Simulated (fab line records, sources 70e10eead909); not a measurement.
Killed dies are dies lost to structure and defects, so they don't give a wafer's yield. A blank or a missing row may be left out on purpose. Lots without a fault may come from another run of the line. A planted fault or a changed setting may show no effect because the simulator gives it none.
Chamber matching | flow nand_harc | NHARC_A_CHANNEL_HOLE_D2_ETCH_44 on rie_diel-01: 4 sister chambers
The step etches the open film in CF4/O2, target depth 140 nm, overetch 14 nm, time 77 s. 14 wafers are shown with their chamber, then 7 later ones without.

WAFERS WITH THEIR CHAMBER
wafer  | chamber | drypump_motor_current_A (A) | rf_vpp_V (V) | oes_product_au (a.u.)
L074.1 | 1       | 6.2                         | 195.9        | 1.000
L074.4 | 2       | 5.2                         | 195.8        | 0.988
L074.6 | 3       | 5.2                         | 198.7        | 0.994
L076.2 | 3       | 5.2                         | 200.3        | 1.003
L076.5 | 0       | 5.8                         | 196.1        | 1.006
L076.6 | 3       | 5.3                         | 200.2        | 0.994
L082.1 | 0       | 5.8                         | 196.6        | 0.991
L082.2 | 1       | 6.2                         | 198.2        | 0.988
L082.5 | 0       | 5.9                         | 198.4        | 1.001
L084.1 | 3       | 5.2                         | 199.1        | 0.998
L084.3 | 2       | 5.3                         | 197.6        | 1.002
L084.6 | 2       | 5.3                         | 197.9        | 1.002
L087.1 | 2       | 5.2                         | 196.3        | 1.005
L087.4 | 0       | 5.8                         | 198.4        | 1.023

SIGNATURES (means of the wafers above)
reading                 | chamber 0 | chamber 1 | chamber 2 | chamber 3 | scatter within a chamber
drypump_motor_current_A | 5.825     | 6.200     | 5.250     | 5.225     | 0.05
rf_vpp_V                | 197.375   | 197.050   | 196.900   | 199.575   | 1.09
oes_product_au          | 1.00525   | 0.99400   | 0.99925   | 0.99725   | 0.00916
Rule: a wafer's distance from a chamber is the root of the sum, over the readings, of the square of ((its reading less the chamber's mean) divided by the reading's scatter). The wafer belongs to the nearest chamber; if the next one is less than 2 further off, it can't be placed. The scatter: the root of (the sum of the squares of (reading less its chamber's mean) over the shown wafers, divided by (wafers less chambers)).

WAFERS WITHOUT THEIR CHAMBER
wafer  | drypump_motor_current_A (A) | rf_vpp_V (V) | oes_product_au (a.u.)
L087.6 | 5.9                         | 197.5        | 1.015
L093.2 | 5.3                         | 199.1        | 0.982
L093.3 | 6.2                         | 197.5        | 1.027
L093.6 | 5.8                         | 197.8        | 1.013
L095.3 | 5.3                         | 198.6        | 0.978
L095.5 | 5.3                         | 197.7        | 0.994
L095.6 | 5.3                         | 199.2        | 0.971

WHICH CHAMBER EACH WENT THROUGH
wafer  | from the rows above     | in truth
L087.6 | 0                       | 0
L093.2 | can't be placed: 3 or 2 | 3
L093.3 | 1                       | 1
L093.6 | 0                       | 0
L095.3 | can't be placed: 3 or 2 | 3
L095.5 | can't be placed: 2 or 3 | 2
L095.6 | can't be placed: 3 or 2 | 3
Placed correctly: 3 of 7. Can't be placed from these rows: 4 (the true chamber is among the candidates in 4). Placed wrongly: 0.
